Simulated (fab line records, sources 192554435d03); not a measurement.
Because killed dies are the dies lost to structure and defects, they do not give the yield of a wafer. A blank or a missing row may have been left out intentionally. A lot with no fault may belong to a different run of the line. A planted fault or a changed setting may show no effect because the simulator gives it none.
Chamber matching	flow n5-finfet	3 sister chambers for N5_BEOL_M6_PECVD_70 on pecvd-03
The step deposits SiO2 from TEOS/O2, target thk 20 nm, time 22.7 s. 3 wafers are shown with their chamber, then 10 later ones without.

## WAFERS, EACH WITH ITS CHAMBER
wafer	chamber	showerhead-plenum-p-Torr (Torr)
L084.1	2	8.76
L092.2	0	8.84
L092.4	1	8.76

## WAFERS WITHOUT THEIR CHAMBER
wafer	showerhead-plenum-p-Torr (Torr)
L092.6	8.85
L087.1	8.86
L087.2	8.78
L087.3	8.75
L093.2	8.85
L093.3	8.77
L093.6	8.79
L097.1	8.76
L097.3	8.76
L097.6	8.78

## EACH ONE'S CHAMBER
wafer	from the rows above	in truth
L092.6	0	0
L087.1	0	0
L087.2	can't be placed: 1 or 2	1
L087.3	can't be placed: 1 or 2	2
L093.2	0	0
L093.3	can't be placed: 1 or 2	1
L093.6	can't be placed: 1 or 2 or 0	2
L097.1	can't be placed: 1 or 2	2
L097.3	can't be placed: 1 or 2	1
L097.6	can't be placed: 1 or 2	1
Correctly placed: 3 of 10. These rows do not allow placing 7 (true chamber among the candidates in 7). 0 placed wrongly.
How it was worked out, from the rows above alone: a wafer's distance from a chamber is the root of the sum, over the readings, of the square of ((its reading less the chamber's mean) divided by the reading's scatter). If the next closest chamber is less than 2 further off than the closest, the wafer can't be placed; otherwise it belongs to the closest. For every chamber, the mean is computed from those of its wafers that are shown. The scatter (one wafer shown for each chamber): square how far every hidden wafer sits from the nearest shown wafer, average those squares and take the square root.
